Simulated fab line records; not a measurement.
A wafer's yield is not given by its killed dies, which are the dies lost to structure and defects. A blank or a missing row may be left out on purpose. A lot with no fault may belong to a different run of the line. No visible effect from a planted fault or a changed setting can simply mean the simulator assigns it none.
Which of the tools did it? | flow n5_finfet | Sampling: 10 lots, 30 wafers, 4 of 1938 route steps

== WHAT THE GAUGES SHOWED, per wafer ==
N5_PASSIVATION_CD_MEAS_30 targets a cd of 4000 nm.
lot  | measured     | on        | cd_nm (nm)
L631 | day 14 19:43 | cd_sem-02 | 4001.4 3997.5 3997.5
L633 | day 15 08:12 | cd_sem-02 | 4002.6 3999.8 3998.9
L634 | day 15 18:15 | cd_sem-02 | 4001.8 4002.1 3999.6
L635 | day 17 02:07 | cd_sem-01 | 4001.5 3999.8 3996.6
L639 | day 17 03:13 | cd_sem-01 | 4001.5 3997.8 4000.5
L640 | day 17 03:35 | cd_sem-02 | 3996.3 4001.5 3999.1
L644 | day 18 18:35 | cd_sem-01 | 3995.2 3995.2 4001.2
L651 | day 19 19:04 | cd_sem-02 | 4000.5 3997.7 3999.9
L649 | day 20 07:49 | cd_sem-01 | 4022.2 4020.0 4016.3
L652 | day 21 23:46 | cd_sem-02 | 4022.7 4019.4 4023.2

== WHICH TOOL RAN EACH LOT (tool, then ch and the chambers of the sampled wafers, then the start) ==
lot  | N5_PASSIVATION_DESCUM_12           | N5_PASSIVATION_DEGAS_18      | N5_PASSIVATION_EXPOSE_27
L631 | rie_diel-06 ch 2,3, day 14 18:22   | pvd_sputter-03, day 14 18:57 | krf_scanner-01 ch 0, day 14 19:34
L633 | rie_diel-06 ch 0,3, day 15 06:51   | pvd_sputter-03, day 15 07:26 | krf_scanner-02 ch 0, day 15 08:02
L634 | rie_diel-02 ch 0,2,3, day 15 16:38 | pvd_sputter-03, day 15 17:29 | krf_scanner-01 ch 0, day 15 18:05
L635 | rie_diel-06 ch 0,2,3, day 16 21:13 | pvd_sputter-03, day 17 01:28 | krf_scanner-02 ch 0, day 17 01:56
L639 | rie_diel-03 ch 0,2,3, day 17 01:48 | pvd_sputter-03, day 17 02:34 | krf_scanner-02 ch 0, day 17 03:02
L640 | rie_diel-06 ch 0,2,3, day 17 01:53 | pvd_sputter-01, day 17 02:49 | krf_scanner-01 ch 0, day 17 03:25
L644 | rie_diel-02 ch 0,2, day 18 17:04   | pvd_sputter-01, day 18 17:48 | krf_scanner-01 ch 0, day 18 18:25
L651 | rie_diel-03 ch 0,2,3, day 19 17:26 | pvd_sputter-01, day 19 18:24 | krf_scanner-01 ch 0, day 19 18:53
L649 | rie_diel-02 ch 0,2, day 20 05:47   | pvd_sputter-02, day 20 07:10 | krf_scanner-01 ch 0, day 20 07:38
L652 | rie_diel-02 ch 0,1,3, day 21 22:23 | pvd_sputter-02, day 21 23:07 | krf_scanner-01 ch 0, day 21 23:36
- N5_PASSIVATION_DESCUM_12: chemistry O2, time 7.9 s.
- N5_PASSIVATION_DEGAS_18: time 60 s.
- N5_PASSIVATION_EXPOSE_27: exposes mask PAD, defocus 0 nm.

== THE ANSWER, worked out from the rows above alone ==
Rule: the usual values come from the lots themselves. Put in order of their means at a reading, lots are off if they are a third of the lots or fewer, leave a main group of 4 or more, and stand apart from it by a gap of 3 or more times the standard deviation of the main group's means; of several such gaps the widest counts. A main group is skipped when, at the precision printed for the reading in the tables above, its means are all equal. A lot without any number at a reading at which 4 lots or more have one is off too. The other lots that the step has rows for count as sound.
Off at N5_PASSIVATION_CD_MEAS_30 (cd_nm): L649, L652. The main group: mean 3999.4 nm, standard deviation 1.1.
A tool fits if, at a process step before that reading, it ran every lot that is off, and no sound lot after the first of them. The gauges at N5_PASSIVATION_CD_MEAS_30 are tried like those tools. Can't be told from this: 3 tools fit, rie_diel-02 at N5_PASSIVATION_DESCUM_12, pvd_sputter-02 at N5_PASSIVATION_DEGAS_18, krf_scanner-01 at N5_PASSIVATION_EXPOSE_27.

== WHAT WAS PUT IN BY THE SIMULATOR ==
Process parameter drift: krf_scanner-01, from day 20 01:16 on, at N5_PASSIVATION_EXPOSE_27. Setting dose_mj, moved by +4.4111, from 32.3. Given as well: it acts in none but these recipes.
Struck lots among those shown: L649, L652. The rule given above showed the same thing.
